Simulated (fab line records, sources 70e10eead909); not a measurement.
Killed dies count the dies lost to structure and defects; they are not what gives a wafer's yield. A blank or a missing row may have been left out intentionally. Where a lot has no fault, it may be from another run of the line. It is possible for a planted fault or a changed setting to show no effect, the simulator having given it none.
fab line records / flow nand-harc
[record] lots = 6 wafers = 18 last-day = 33
route steps=1302 shown P_M2@348 P_BONDPAD@351 END@1302
lots that met no fault: from a run of the same line without faults
start-h: the number of hours between the record's first day and the start of the first shown wafer of the lot / wait-h: time in hours since the lot's previous step / " the same as in the row above / L1.1+2: a row that stands for several wafers / - value missing, or start not given / * or withheld: withheld / < > ~ a bound
route shown NAME@n: NAME is a module with steps in the file, n the number in the route of the first one / usual: average and standard deviation across the fault-free wafers / same: alike in all rows / chamber/n: place in a boat / sites: the reading at each site / _std_site: standard deviation of those values / _edge_site: inner sites' mean taken away from outer sites' mean / radius-mm: for every site, how far away it sits from the centre of the wafer / mask NAME#n: copy n / behind: the most recent tool/chamber to have shaped the wafer / hold: the reason the lot was held/the length of the hold in hours/how it ended / device: which transistor (n, p or np) failed to switch / end of line: the tests these same wafers got at the end of their route / a step without rows: its recipe alone / killed: dies lost to structure and defects at the first sort, not the wafer's yield / map: dies across one wafer; x = killed, . = not, _ = none there
set.NAME: the setting that was run; set.NAME@STEP: the one run at that earlier step / model.NAME: the simulator's own value behind a step, which no gauge read
lots seen at some steps along the route; tables by step, rows by wafer
services: from which hour (start-h, from the record's first day; less than 0 if before it) a tool's chamber was out of use, for how many hours, and why
[[steps]]
[step NHARC_P_M2_INSPECT_27]
[usual] raw-defect-count = 315/120
lot.wafer=L551.2 tool=defect-inspect-02 chamber=- start-h=136.58 wait-h=0.0 raw-defect-count=439
lot.wafer=L551.4 tool=defect-inspect-02 chamber=- start-h=136.58 wait-h=0.0 raw-defect-count=389
lot.wafer=L551.6 tool=defect-inspect-02 chamber=- start-h=136.58 wait-h=0.0 raw-defect-count=518
lot.wafer=L556.3 tool=defect-inspect-02 chamber=- start-h=191.16 wait-h=0.0 raw-defect-count=312
lot.wafer=L556.5 tool=defect-inspect-02 chamber=- start-h=191.16 wait-h=0.0 raw-defect-count=233
lot.wafer=L556.6 tool=defect-inspect-02 chamber=- start-h=191.16 wait-h=0.0 raw-defect-count=362
lot.wafer=L569.1 tool=defect-inspect-01 chamber=- start-h=316.03 wait-h=0.0 raw-defect-count=343
lot.wafer=L569.4 tool=defect-inspect-01 chamber=- start-h=316.03 wait-h=0.0 raw-defect-count=282
lot.wafer=L569.5 tool=defect-inspect-01 chamber=- start-h=316.03 wait-h=0.0 raw-defect-count=283
lot.wafer=L570.1 tool=defect-inspect-01 chamber=- start-h=317.38 wait-h=0.0 raw-defect-count=693
lot.wafer=L570.3 tool=defect-inspect-01 chamber=- start-h=317.38 wait-h=0.0 raw-defect-count=356
lot.wafer=L570.4 tool=defect-inspect-01 chamber=- start-h=317.38 wait-h=0.0 raw-defect-count=408
lot.wafer=L571.1 tool=defect-inspect-02 chamber=- start-h=330.91 wait-h=0.0 raw-defect-count=396
lot.wafer=L571.2 tool=defect-inspect-02 chamber=- start-h=330.91 wait-h=0.0 raw-defect-count=289
lot.wafer=L571.5 tool=defect-inspect-02 chamber=- start-h=330.91 wait-h=0.0 raw-defect-count=182
lot.wafer=L574.1 tool=defect-inspect-02 chamber=- start-h=361.49 wait-h=0.0 raw-defect-count=198
lot.wafer=L574.4 tool=defect-inspect-02 chamber=- start-h=361.49 wait-h=0.0 raw-defect-count=271
lot.wafer=L574.6 tool=defect-inspect-02 chamber=- start-h=361.49 wait-h=0.0 raw-defect-count=138
[step NHARC_P_M2_PRE_CLEAN_32]
[recipe] time-s = 12 temp-c = 370 rf-power-w = 300 gas = NH3
[usual] heater-power-w = 635/60
lot.wafer=L551.2 tool=pecvd-04 chamber=2 start-h=136.67 wait-h=0.1 heater-power-w=671
lot.wafer=L551.6 tool=pecvd-04 chamber=0 start-h=136.67 wait-h=0.1 heater-power-w=663
lot.wafer=L551.4 tool=pecvd-04 chamber=2 start-h=136.67 wait-h=0.1 heater-power-w=661
lot.wafer=L556.3 tool=pecvd-01 chamber=0 start-h=191.23 wait-h=0.1 heater-power-w=605
lot.wafer=L556.6 tool=pecvd-01 chamber=0 start-h=191.23 wait-h=0.1 heater-power-w=599
lot.wafer=L556.5 tool=pecvd-01 chamber=1 start-h=191.23 wait-h=0.1 heater-power-w=552
lot.wafer=L569.1 tool=pecvd-03 chamber=1 start-h=316.10 wait-h=0.1 heater-power-w=629
lot.wafer=L569.4 tool=pecvd-03 chamber=2 start-h=316.10 wait-h=0.1 heater-power-w=655
lot.wafer=L569.5 tool=pecvd-03 chamber=0 start-h=316.10 wait-h=0.1 heater-power-w=624
lot.wafer=L570.3 tool=pecvd-04 chamber=1 start-h=317.45 wait-h=0.1 heater-power-w=648
lot.wafer=L570.1 tool=pecvd-04 chamber=0 start-h=317.45 wait-h=0.1 heater-power-w=622
lot.wafer=L570.4 tool=pecvd-04 chamber=2 start-h=317.45 wait-h=0.1 heater-power-w=694
lot.wafer=L571.1 tool=pecvd-03 chamber=0 start-h=330.98 wait-h=0.1 heater-power-w=629
lot.wafer=L571.2 tool=pecvd-03 chamber=1 start-h=330.98 wait-h=0.1 heater-power-w=597
lot.wafer=L571.5 tool=pecvd-03 chamber=0 start-h=330.98 wait-h=0.1 heater-power-w=621
lot.wafer=L574.1 tool=pecvd-03 chamber=1 start-h=361.59 wait-h=0.1 heater-power-w=583
lot.wafer=L574.6 tool=pecvd-03 chamber=2 start-h=361.59 wait-h=0.1 heater-power-w=664
lot.wafer=L574.4 tool=pecvd-03 chamber=1 start-h=361.59 wait-h=0.1 heater-power-w=597
[step NHARC_P_M2_DEP_33]
[recipe] target-thk-a = 300 temp-c = 370 target-thk-nm = 30 pressure-torr = 3 flow-sccm = 200 rf-w = 450 material = SiCN
[usual] heater-power-w = 581/65
lot.wafer=L551.2 tool=pecvd-04 chamber=2 start-h=136.81 wait-h=0.1 heater-power-w=526
lot.wafer=L551.6 tool=pecvd-04 chamber=0 start-h=136.81 wait-h=0.1 heater-power-w=674
lot.wafer=L551.4 tool=pecvd-04 chamber=2 start-h=136.81 wait-h=0.1 heater-power-w=536
lot.wafer=L556.3 tool=pecvd-01 chamber=0 start-h=191.31 wait-h=0.1 heater-power-w=538
lot.wafer=L556.6 tool=pecvd-01 chamber=0 start-h=191.31 wait-h=0.1 heater-power-w=533
lot.wafer=L556.5 tool=pecvd-01 chamber=1 start-h=191.31 wait-h=0.1 heater-power-w=480
lot.wafer=L569.1 tool=pecvd-03 chamber=1 start-h=316.18 wait-h=0.1 heater-power-w=552
lot.wafer=L569.4 tool=pecvd-03 chamber=2 start-h=316.18 wait-h=0.1 heater-power-w=518
lot.wafer=L569.5 tool=pecvd-03 chamber=0 start-h=316.18 wait-h=0.1 heater-power-w=587
lot.wafer=L570.3 tool=pecvd-04 chamber=1 start-h=317.53 wait-h=0.1 heater-power-w=673
lot.wafer=L570.1 tool=pecvd-04 chamber=0 start-h=317.53 wait-h=0.1 heater-power-w=607
lot.wafer=L570.4 tool=pecvd-04 chamber=2 start-h=317.53 wait-h=0.1 heater-power-w=604
lot.wafer=L571.1 tool=pecvd-03 chamber=0 start-h=331.06 wait-h=0.1 heater-power-w=525
lot.wafer=L571.2 tool=pecvd-03 chamber=1 start-h=331.06 wait-h=0.1 heater-power-w=550
lot.wafer=L571.5 tool=pecvd-03 chamber=0 start-h=331.06 wait-h=0.1 heater-power-w=527
lot.wafer=L574.1 tool=pecvd-03 chamber=1 start-h=361.73 wait-h=0.1 heater-power-w=551
lot.wafer=L574.6 tool=pecvd-03 chamber=2 start-h=361.73 wait-h=0.1 heater-power-w=568
lot.wafer=L574.4 tool=pecvd-03 chamber=1 start-h=361.73 wait-h=0.1 heater-power-w=551
[step NHARC_P_BONDPAD_DEP_00]
[recipe] target-thk-a = 2500 temp-c = 370 target-thk-nm = 250 pressure-torr = 3 flow-sccm = 200 rf-w = 450 material = SiCN
[usual] heater-power-w = 583/63
lot.wafer=L551.2 tool=pecvd-04 chamber=2 start-h=- wait-h=- heater-power-w=589
lot.wafer=L551.4 tool=pecvd-04 chamber=1 start-h=- wait-h=- heater-power-w=689
lot.wafer=L551.6 tool=pecvd-04 chamber=2 start-h=- wait-h=- heater-power-w=605
lot.wafer=L556.3 tool=pecvd-04 chamber=1 start-h=191.77 wait-h=- heater-power-w=625
lot.wafer=L556.6 tool=pecvd-04 chamber=1 start-h=191.77 wait-h=- heater-power-w=622
lot.wafer=L556.5 tool=pecvd-04 chamber=2 start-h=191.77 wait-h=- heater-power-w=580
lot.wafer=L569.1 tool=pecvd-04 chamber=1 start-h=316.64 wait-h=- heater-power-w=699
lot.wafer=L569.5 tool=pecvd-04 chamber=0 start-h=316.64 wait-h=- heater-power-w=585
lot.wafer=L569.4 tool=pecvd-04 chamber=2 start-h=316.64 wait-h=- heater-power-w=566
lot.wafer=L570.3 tool=pecvd-03 chamber=2 start-h=317.94 wait-h=- heater-power-w=553
lot.wafer=L570.1 tool=pecvd-03 chamber=0 start-h=317.94 wait-h=- heater-power-w=577
lot.wafer=L570.4 tool=pecvd-03 chamber=0 start-h=317.94 wait-h=- heater-power-w=571
lot.wafer=L571.1 tool=pecvd-01 chamber=2 start-h=331.52 wait-h=- heater-power-w=653
lot.wafer=L571.2 tool=pecvd-01 chamber=0 start-h=331.52 wait-h=- heater-power-w=554
lot.wafer=L571.5 tool=pecvd-01 chamber=1 start-h=331.52 wait-h=- heater-power-w=548
lot.wafer=L574.1 tool=pecvd-04 chamber=0 start-h=362.15 wait-h=- heater-power-w=604
lot.wafer=L574.6 tool=pecvd-04 chamber=1 start-h=362.15 wait-h=- heater-power-w=564
lot.wafer=L574.4 tool=pecvd-04 chamber=0 start-h=362.15 wait-h=- heater-power-w=632
[step NHARC_P_BONDPAD_CMP_32]
[recipe] target-thk-nm = 200 material = SiCN
[usual] edge-zone-pressure-frac = 1.000/0.0056 motor-current-A = 12.2/1.3 slurry-filter-dp-kPa = 13.51/0.14
lot.wafer=L551.4 tool=cmp-01 chamber=0 start-h=137.52 wait-h=- edge-zone-pressure-frac=1.013 motor-current-A=13.5 slurry-filter-dp-kPa=13.49
lot.wafer=L551.2 tool=cmp-01 chamber=2 start-h=137.52 wait-h=- edge-zone-pressure-frac=0.999 motor-current-A=13.3 slurry-filter-dp-kPa=13.77
lot.wafer=L551.6 tool=cmp-01 chamber=1 start-h=137.52 wait-h=- edge-zone-pressure-frac=1.001 motor-current-A=11.4 slurry-filter-dp-kPa=13.53
lot.wafer=L556.3 tool=cmp-01 chamber=2 start-h=192.13 wait-h=- edge-zone-pressure-frac=1.000 motor-current-A=13.2 slurry-filter-dp-kPa=13.47
lot.wafer=L556.5 tool=cmp-01 chamber=2 start-h=192.13 wait-h=- edge-zone-pressure-frac=1.006 motor-current-A=14.1 slurry-filter-dp-kPa=13.58
lot.wafer=L556.6 tool=cmp-01 chamber=3 start-h=192.13 wait-h=- edge-zone-pressure-frac=1.000 motor-current-A=10.4 slurry-filter-dp-kPa=13.50
lot.wafer=L569.4 tool=cmp-04 chamber=1 start-h=317.01 wait-h=- edge-zone-pressure-frac=0.990 motor-current-A=10.8 slurry-filter-dp-kPa=13.64
lot.wafer=L569.1 tool=cmp-04 chamber=3 start-h=317.01 wait-h=- edge-zone-pressure-frac=0.995 motor-current-A=12.4 slurry-filter-dp-kPa=13.37
lot.wafer=L569.5 tool=cmp-04 chamber=2 start-h=317.01 wait-h=- edge-zone-pressure-frac=1.007 motor-current-A=14.2 slurry-filter-dp-kPa=13.58
lot.wafer=L570.4 tool=cmp-01 chamber=3 start-h=318.38 wait-h=- edge-zone-pressure-frac=0.998 motor-current-A=10.6 slurry-filter-dp-kPa=13.46
lot.wafer=L570.3 tool=cmp-01 chamber=0 start-h=318.38 wait-h=- edge-zone-pressure-frac=1.002 motor-current-A=13.8 slurry-filter-dp-kPa=13.59
lot.wafer=L570.1 tool=cmp-01 chamber=1 start-h=318.38 wait-h=- edge-zone-pressure-frac=1.000 motor-current-A=12.3 slurry-filter-dp-kPa=13.63
lot.wafer=L571.2 tool=cmp-01 chamber=0 start-h=331.93 wait-h=- edge-zone-pressure-frac=0.999 motor-current-A=13.5 slurry-filter-dp-kPa=13.43
lot.wafer=L571.1 tool=cmp-01 chamber=1 start-h=331.93 wait-h=- edge-zone-pressure-frac=0.996 motor-current-A=12.6 slurry-filter-dp-kPa=13.32
lot.wafer=L571.5 tool=cmp-01 chamber=3 start-h=331.93 wait-h=- edge-zone-pressure-frac=1.001 motor-current-A=10.6 slurry-filter-dp-kPa=13.88
lot.wafer=L574.4 tool=cmp-04 chamber=2 start-h=362.46 wait-h=- edge-zone-pressure-frac=0.993 motor-current-A=13.2 slurry-filter-dp-kPa=13.68
lot.wafer=L574.1 tool=cmp-04 chamber=0 start-h=362.46 wait-h=- edge-zone-pressure-frac=0.996 motor-current-A=11.1 slurry-filter-dp-kPa=13.43
lot.wafer=L574.6 tool=cmp-04 chamber=2 start-h=362.46 wait-h=- edge-zone-pressure-frac=0.999 motor-current-A=12.9 slurry-filter-dp-kPa=13.33
[step NHARC_P_BONDPAD_THK_MEAS_33]
[recipe] thk-meas-gauge = ellipsometry
[usual] thk-nm = 200.0/1.4
lot.wafer=L551.2 tool=film-metro-01 chamber=- start-h=137.77 wait-h=0.2 thk-nm=201.7
lot.wafer=L551.4 tool=film-metro-01 chamber=- start-h=137.77 wait-h=0.2 thk-nm=199.6
lot.wafer=L551.6 tool=film-metro-01 chamber=- start-h=137.77 wait-h=0.2 thk-nm=199.8
lot.wafer=L556.3 tool=film-metro-01 chamber=- start-h=192.38 wait-h=0.2 thk-nm=201.8
lot.wafer=L556.5 tool=film-metro-01 chamber=- start-h=192.38 wait-h=0.2 thk-nm=200.6
lot.wafer=L556.6 tool=film-metro-01 chamber=- start-h=192.38 wait-h=0.2 thk-nm=198.5
lot.wafer=L569.1 tool=film-metro-02 chamber=- start-h=317.25 wait-h=0.2 thk-nm=200.9
lot.wafer=L569.4 tool=film-metro-02 chamber=- start-h=317.25 wait-h=0.2 thk-nm=202.9
lot.wafer=L569.5 tool=film-metro-02 chamber=- start-h=317.25 wait-h=0.2 thk-nm=202.4
lot.wafer=L570.1 tool=film-metro-01 chamber=- start-h=318.60 wait-h=0.2 thk-nm=200.3
lot.wafer=L570.3 tool=film-metro-01 chamber=- start-h=318.60 wait-h=0.2 thk-nm=199.1
lot.wafer=L570.4 tool=film-metro-01 chamber=- start-h=318.60 wait-h=0.2 thk-nm=198.5
lot.wafer=L571.1 tool=film-metro-02 chamber=- start-h=332.13 wait-h=0.1 thk-nm=199.9
lot.wafer=L571.2 tool=film-metro-02 chamber=- start-h=332.13 wait-h=0.1 thk-nm=197.8
lot.wafer=L571.5 tool=film-metro-02 chamber=- start-h=332.13 wait-h=0.1 thk-nm=197.5
lot.wafer=L574.1 tool=film-metro-01 chamber=- start-h=362.71 wait-h=0.2 thk-nm=200.8
lot.wafer=L574.4 tool=film-metro-01 chamber=- start-h=362.71 wait-h=0.2 thk-nm=202.6
lot.wafer=L574.6 tool=film-metro-01 chamber=- start-h=362.71 wait-h=0.2 thk-nm=201.4
[step NHARC_P_BONDPAD_SRD_34]
[step NHARC_P_BONDPAD_DEHYDRATE_01]
[recipe] temp-c = 150 time-s = 120
[step NHARC_P_BONDPAD_HMDS_02]
[recipe] time-s = 30
[step NHARC_P_BONDPAD_COAT_36]
[recipe] temp-c = 200 time-s = 65
[step NHARC_P_BONDPAD_COAT_03]
[recipe] spin-rpm = 2000 resist-thk-nm = 600
[step NHARC_P_BONDPAD_SOFTBAKE_04]
[recipe] temp-c = 125 time-s = 70
[usual] heater-power-total-W = 200.8/1.3
lot.wafer=L551.2 tool=litho-track-07 chamber=0 start-h=137 wait-h=- heater-power-total-W=201.7
lot.wafer=L551.4 tool=litho-track-07 chamber=0 start-h=137 wait-h=- heater-power-total-W=201.2
lot.wafer=L551.6 tool=litho-track-07 chamber=0 start-h=137 wait-h=- heater-power-total-W=201.6
lot.wafer=L556.3 tool=litho-track-05 chamber=0 start-h=192 wait-h=- heater-power-total-W=198.9
lot.wafer=L556.5 tool=litho-track-05 chamber=0 start-h=192 wait-h=- heater-power-total-W=200.7
lot.wafer=L556.6 tool=litho-track-05 chamber=0 start-h=192 wait-h=- heater-power-total-W=202.5
lot.wafer=L569.1 tool=litho-track-05 chamber=0 start-h=317 wait-h=- heater-power-total-W=232.2
lot.wafer=L569.4 tool=litho-track-05 chamber=0 start-h=317 wait-h=- heater-power-total-W=231.4
lot.wafer=L569.5 tool=litho-track-05 chamber=0 start-h=317 wait-h=- heater-power-total-W=200.2
lot.wafer=L570.1 tool=litho-track-02 chamber=0 start-h=318 wait-h=- heater-power-total-W=201.3
lot.wafer=L570.3 tool=litho-track-02 chamber=0 start-h=318 wait-h=- heater-power-total-W=202.6
lot.wafer=L570.4 tool=litho-track-02 chamber=0 start-h=318 wait-h=- heater-power-total-W=199.1
lot.wafer=L571.1 tool=litho-track-05 chamber=0 start-h=332 wait-h=- heater-power-total-W=231.7
lot.wafer=L571.2 tool=litho-track-05 chamber=0 start-h=332 wait-h=- heater-power-total-W=202.6
lot.wafer=L571.5 tool=litho-track-05 chamber=0 start-h=332 wait-h=- heater-power-total-W=198.8
lot.wafer=L574.1 tool=litho-track-07 chamber=0 start-h=362 wait-h=- heater-power-total-W=201.3
lot.wafer=L574.4 tool=litho-track-07 chamber=0 start-h=362 wait-h=- heater-power-total-W=199.0
lot.wafer=L574.6 tool=litho-track-07 chamber=0 start-h=362 wait-h=- heater-power-total-W=201.6
[step NHARC_P_BONDPAD_EBR_05]
[step NHARC_END_SORT_01]
[recipe] temp-c = 25
[usual] defect-limited-yield = 91/3.4 killed-at-array = 57/24 killed-at-other = 0.7/0.94 killed-at-periphery = 3.8/2.5 killed-dies = 62/23 killed-open = 3.1/1.8 killed-short = 2.5/1.6
[same] gross-dies = 677
lot.wafer=L551.2 tool=prober-01 chamber=0 start-h=580.90 wait-h=2.8 defect-limited-yield[%]=96 killed-at-array=23 killed-at-other=1 killed-at-periphery=3 killed-dies=27 killed-open=3 killed-short=1
lot.wafer=L551.4 tool=prober-01 chamber=0 start-h=582.52 wait-h=3.4 defect-limited-yield[%]=96 killed-at-array=25 killed-at-other=2 killed-at-periphery=3 killed-dies=30 killed-open=7 killed-short=3
lot.wafer=L551.6 tool=prober-01 chamber=0 start-h=584.13 wait-h=4.0 defect-limited-yield[%]=96 killed-at-array=21 killed-at-other=2 killed-at-periphery=2 killed-dies=25 killed-open=2 killed-short=0
lot.wafer=L556.3 tool=prober-01 chamber=0 start-h=666.95 wait-h=3.1 defect-limited-yield[%]=92 killed-at-array=46 killed-at-other=1 killed-at-periphery=5 killed-dies=52 killed-open=7 killed-short=2
lot.wafer=L556.5 tool=prober-01 chamber=0 start-h=668.53 wait-h=3.7 defect-limited-yield[%]=94 killed-at-array=36 killed-at-other=0 killed-at-periphery=3 killed-dies=39 killed-open=3 killed-short=1
lot.wafer=L556.6 tool=prober-01 chamber=0 start-h=669.32 wait-h=3.9 defect-limited-yield[%]=90 killed-at-array=58 killed-at-other=0 killed-at-periphery=8 killed-dies=66 killed-open=4 killed-short=4
lot.wafer=L570.1 tool=prober-01 chamber=0 start-h=733.31 wait-h=2.5 defect-limited-yield[%]=88 killed-at-array=78 killed-at-other=0 killed-at-periphery=2 killed-dies=80 killed-open=3 killed-short=1
lot.wafer=L570.3 tool=prober-01 chamber=0 start-h=734.93 wait-h=3.1 defect-limited-yield[%]=86 killed-at-array=94 killed-at-other=3 killed-at-periphery=0 killed-dies=97 killed-open=2 killed-short=1
lot.wafer=L570.4 tool=prober-01 chamber=0 start-h=735.74 wait-h=3.4 defect-limited-yield[%]=87 killed-at-array=90 killed-at-other=0 killed-at-periphery=1 killed-dies=91 killed-open=5 killed-short=3
lot.wafer=L569.1 tool=prober-02 chamber=0 start-h=741.85 wait-h=2.5 defect-limited-yield[%]=94 killed-at-array=41 killed-at-other=0 killed-at-periphery=3 killed-dies=44 killed-open=3 killed-short=2
lot.wafer=L569.4 tool=prober-02 chamber=0 start-h=744.26 wait-h=3.4 defect-limited-yield[%]=93 killed-at-array=41 killed-at-other=2 killed-at-periphery=3 killed-dies=46 killed-open=4 killed-short=3
lot.wafer=L569.5 tool=prober-02 chamber=0 start-h=745.07 wait-h=3.7 defect-limited-yield[%]=94 killed-at-array=37 killed-at-other=0 killed-at-periphery=1 killed-dies=38 killed-open=0 killed-short=3
lot.wafer=L574.1 tool=prober-02 chamber=0 start-h=783.65 wait-h=2.5 defect-limited-yield[%]=92 killed-at-array=54 killed-at-other=0 killed-at-periphery=2 killed-dies=56 killed-open=3 killed-short=2
lot.wafer=L574.4 tool=prober-02 chamber=0 start-h=786.07 wait-h=3.4 defect-limited-yield[%]=85 killed-at-array=96 killed-at-other=0 killed-at-periphery=4 killed-dies=100 killed-open=0 killed-short=7
lot.wafer=L574.6 tool=prober-02 chamber=0 start-h=787.67 wait-h=4.0 defect-limited-yield[%]=89 killed-at-array=73 killed-at-other=0 killed-at-periphery=1 killed-dies=74 killed-open=1 killed-short=2
// killed by level:class
L551.2 A_CHANNEL_HOLE_D2:chamber-film-flake=5 A_STAIRCASE:chamber-film-flake=5 A_CONTACT:chamber-film-flake=5 A_ONON_D2:geometric-particle:open=2 P_ZERO_WELL:chamber-film-flake=2 A_ONON_D1:geometric-particle:open=1 A_DECK1_JOINT:geometric-particle:short=1 P_GATE:chamber-film-flake=1
L551.4 A_CHANNEL_HOLE_D2:chamber-film-flake=7 A_STAIRCASE:chamber-film-flake=7 A_M1:geometric-particle:open=2 P_ZERO_WELL:chamber-film-flake=2 A_CONTACT:chamber-film-flake=2 P_M0:geometric-particle:short=1 A_SOURCE_PLATE:geometric-particle:open=1 A_ONON_D1:geometric-particle:open=1
L551.6 A_CHANNEL_HOLE_D2:chamber-film-flake=8 A_STAIRCASE:chamber-film-flake=7 THIN_TSV:chamber-film-flake=2 A_CONTACT:chamber-film-flake=2 A_ONON_D1:geometric-particle:open=1 A_WL_FILL:geometric-particle:open=1 P_ZERO_WELL:chamber-film-flake=1 P_GATE:chamber-film-flake=1
L556.3 A_CHANNEL_HOLE_D2:chamber-film-flake=29 A_CHANNEL_FILL_D2:chamber-film-flake=5 A_CHANNEL_HOLE_D1:chamber-film-flake=3 P_GATE:geometric-particle:open=2 P_CONTACT:geometric-particle:open=1 A_ONON_D1:geometric-particle:open=1 A_CHANNEL_FILL_D1:geometric-particle:open=1 A_ONON_D2:geometric-particle:short=1
L556.5 A_CHANNEL_HOLE_D2:chamber-film-flake=24 A_CHANNEL_HOLE_D1:chamber-film-flake=3 A_CHANNEL_FILL_D1:chamber-film-flake=2 A_DECK1_JOINT:chamber-film-flake=2 P_M0:geometric-particle:open=1 P_M0:geometric-particle:short=1 A_CHANNEL_FILL_D2:chamber-film-flake=1 A_CHANNEL_HOLE_D2:geometric-particle:open=1
L556.6 A_CHANNEL_HOLE_D2:chamber-film-flake=31 A_CHANNEL_HOLE_D1:chamber-film-flake=5 P_STI:chamber-film-flake=4 A_CHANNEL_FILL_D2:chamber-film-flake=4 P_ZERO_WELL:chamber-film-flake=2 A_ZERO_WELL:chamber-film-flake=2 A_DECK1_JOINT:chamber-film-flake=2 A_WL_FILL:chamber-film-flake=2
L570.1 A_CHANNEL_HOLE_D1:chamber-film-flake=24 A_CHANNEL_HOLE_D2:chamber-film-flake=21 A_SLIT:chamber-film-flake=16 A_CONTACT:chamber-film-flake=8 A_WL_FILL:chamber-film-flake=3 A_STAIRCASE:chamber-film-flake=2 P_CONTACT:geometric-particle:short=1 P_CONTACT:geometric-particle:open=1
L570.3 A_CHANNEL_HOLE_D1:chamber-film-flake=36 A_SLIT:chamber-film-flake=29 A_CHANNEL_HOLE_D2:chamber-film-flake=11 A_CONTACT:chamber-film-flake=6 A_ZERO_WELL:chamber-film-flake=2 A_CHANNEL_FILL_D2:chamber-film-flake=2 A_STAIRCASE:chamber-film-flake=2 A_WL_FILL:chamber-film-flake=2
L570.4 A_SLIT:chamber-film-flake=30 A_CHANNEL_HOLE_D1:chamber-film-flake=24 A_CHANNEL_HOLE_D2:chamber-film-flake=12 A_CONTACT:chamber-film-flake=8 A_DECK1_JOINT:chamber-film-flake=3 A_STAIRCASE:chamber-film-flake=3 A_CHANNEL_FILL_D2:chamber-film-flake=2 P_M0:geometric-particle:open=1
L569.1 A_CHANNEL_HOLE_D1:chamber-film-flake=18 A_CONTACT:chamber-film-flake=5 A_SGD_CUT:chamber-film-flake=4 A_SLIT:chamber-film-flake=4 A_M0:geometric-particle:open=2 P_M2:chamber-film-flake=2 A_STAIRCASE:chamber-film-flake=2 A_WL_FILL:chamber-film-flake=2
L569.4 A_CHANNEL_HOLE_D1:chamber-film-flake=9 A_CONTACT:chamber-film-flake=8 A_SGD_CUT:chamber-film-flake=6 A_SLIT:chamber-film-flake=6 A_STAIRCASE:chamber-film-flake=5 A_ONON_D1:geometric-particle:short=2 THIN_TSV:chamber-film-flake=2 P_CONTACT:geometric-particle:open=1
L569.5 A_CHANNEL_HOLE_D1:chamber-film-flake=11 A_SGD_CUT:chamber-film-flake=6 A_SLIT:chamber-film-flake=6 A_CONTACT:chamber-film-flake=6 A_STAIRCASE:chamber-film-flake=4 A_CHANNEL_FILL_D1:geometric-particle:short=2 A_ONON_D1:geometric-particle:short=1 P_ZERO_WELL:chamber-film-flake=1
L574.1 A_SLIT:chamber-film-flake=22 A_CHANNEL_HOLE_D2:chamber-film-flake=19 A_CHANNEL_HOLE_D1:chamber-film-flake=4 A_CHANNEL_FILL_D2:chamber-film-flake=2 A_STAIRCASE:chamber-film-flake=2 P_CONTACT:geometric-particle:open=1 P_M0:geometric-particle:open=1 A_WL_FILL:geometric-particle:short=1
L574.4 A_CHANNEL_HOLE_D2:chamber-film-flake=36 A_SLIT:chamber-film-flake=28 A_CHANNEL_HOLE_D1:chamber-film-flake=16 A_STAIRCASE:chamber-film-flake=3 A_CHANNEL_FILL_D1:geometric-particle:short=2 P_STI:chamber-film-flake=2 A_M1:chamber-film-flake=2 P_CONTACT:geometric-particle:short=1
L574.6 A_SLIT:chamber-film-flake=28 A_CHANNEL_HOLE_D2:chamber-film-flake=18 A_CHANNEL_HOLE_D1:chamber-film-flake=11 A_STAIRCASE:chamber-film-flake=4 A_CHANNEL_FILL_D2:chamber-film-flake=3 A_CONTACT:chamber-film-flake=3 A_WL_FILL:geometric-particle:short=2 A_M1:chamber-film-flake=2
[[services]]
tool=cmp-04 chamber=- start-h=113.93 hours=4.0 kind=pm
tool=litho-track-05 chamber=- start-h=124.00 hours=7.0 kind=pm
tool=cmp-01 chamber=- start-h=127.61 hours=1.9 kind=repair
tool=cmp-04 chamber=- start-h=128.10 hours=2.0 kind=repair
tool=pecvd-01 chamber=- start-h=130.07 hours=13.0 kind=pm
tool=pecvd-04 chamber=0 start-h=140.85 hours=- kind=calibration
tool=cmp-04 chamber=- start-h=179.21 hours=2.6 kind=repair
tool=pecvd-01 chamber=- start-h=183.52 hours=1.0 kind=repair
tool=pecvd-03 chamber=- start-h=185.00 hours=13.0 kind=pm
tool=cmp-01 chamber=- start-h=187.07 hours=4.0 kind=pm
tool=cmp-04 chamber=- start-h=211.93 hours=4.0 kind=pm
tool=litho-track-02 chamber=- start-h=227.00 hours=7.0 kind=pm
tool=cmp-04 chamber=- start-h=227.15 hours=3.2 kind=repair
tool=cmp-01 chamber=- start-h=239.16 hours=0.2 kind=repair
tool=litho-track-07 chamber=- start-h=251.00 hours=7.0 kind=pm
tool=pecvd-04 chamber=- start-h=269.49 hours=13.0 kind=pm
tool=pecvd-04 chamber=0 start-h=269.49 hours=13.0 kind=vent-cycle
tool=cmp-01 chamber=- start-h=285.07 hours=4.0 kind=pm
tool=pecvd-03 chamber=- start-h=296.03 hours=4.8 kind=repair
tool=litho-track-05 chamber=- start-h=299.00 hours=7.0 kind=pm
tool=cmp-04 chamber=- start-h=310.06 hours=4.0 kind=pm
tool=pecvd-01 chamber=- start-h=311.30 hours=13.0 kind=pm
tool=pecvd-01 chamber=- start-h=340.93 hours=1.6 kind=repair
tool=cmp-01 chamber=- start-h=361.52 hours=0.9 kind=repair
[[key]]
[first-sign] step = NHARC_P_BONDPAD_SOFTBAKE_04 reading = heater-power-total-W direction = up sigmas = 24 usual = * struck = *
effect none on later readings
met-at NHARC_P_BONDPAD_SOFTBAKE_04
struck-wafers L569.1,L569.4,L571.1
onset-between 192 317
[fault] kind = process-parameter-drift tool = litho-track-05 chamber = - onset-h = 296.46 steps = NHARC_P_BONDPAD_SOFTBAKE_04 channel = time-s offset = * shape = step end-h = 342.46 scope = struck-wafers-only acts-in = * stated = *
